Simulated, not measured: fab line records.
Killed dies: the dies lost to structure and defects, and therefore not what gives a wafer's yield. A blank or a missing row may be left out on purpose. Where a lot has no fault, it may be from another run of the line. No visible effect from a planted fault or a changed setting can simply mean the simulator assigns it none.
Which tool is to blame? ; flow n5Finfet ; Sampling: 12 lots, 36 wafers, 2 of 1938 route steps

== WHAT EACH GAUGE READ, for each wafer ==
N5_BEOL_M10_OVL_MEAS_12.
lot;measured;on;M10_OVL (nm)
L076;day 12 10:09;overlay-02;-1.7 -0.4 -1.3
L075;day 13 03:32;overlay-02;-1.2 -0.7 -0.7
L079;day 13 12:01;overlay-02;0.4 0.7 0.1
L081;day 14 07:40;overlay-01;0.2 0.0 0.1
L082;day 14 14:52;overlay-02;-0.3 -0.1 0.5
L087;day 14 23:10;overlay-01;0.1 -0.3 -1.5
L086;day 15 21:20;overlay-01;-0.3 0.0 0.4
L089;day 16 06:10;overlay-02;0.6 0.0 0.5
L092;day 16 23:41;overlay-01;0.8 -0.3 0.3
L093;day 17 11:28;overlay-01;0.6 0.7 0.2
L094;day 17 16:28;overlay-02;0.2 -0.8 0.5
L097;day 18 00:22;overlay-01;-0.3 -0.7 0.3

== TOOL THAT RAN EACH LOT (tool first, then ch and the chambers of the sampled wafers, then the start) ==
lot;N5_BEOL_M10_CURE_71
L076;uvCure-02 ch 2, day 12 09:01
L075;uvCure-03 ch 2, day 13 01:29
L079;uvCure-02 ch 1, day 13 09:10
L081;uvCure-02 ch 0, day 14 05:58
L082;uvCure-02 ch 0, day 14 12:04
L087;uvCure-01 ch 1, day 14 21:35
L086;uvCure-01 ch 2, day 15 17:59
L089;uvCure-02 ch 1, day 16 04:41
L092;uvCure-02 ch 1, day 16 20:48
L093;uvCure-02 ch 0, day 17 10:00
L094;uvCure-02 ch 1, day 17 14:12
L097;uvCure-01 ch 2, day 17 20:59
- N5_BEOL_M10_CURE_71: cures SiCOH lowk, time 240 s.

== THE ANSWER, worked out from the rows above alone ==
Rule: usual is defined by the lots themselves. Put in order of their means at a reading, lots are off if they are a third of the lots or fewer, leave a main group of 4 or more, and stand apart from it by a gap of 3 or more times the standard deviation of the main group's means; of several such gaps the widest counts. The tables above print the reading to a certain number of digits; a main group whose means all agree to those digits is not used. Also off: a lot with no number at a reading for which 4 or more lots have one. Where the step has rows for the other lots, those lots are counted as sound.
No lot is off on any of the readings shown, so nothing can be concluded from this.

== WHAT THE SIMULATOR HAD INSERTED ==
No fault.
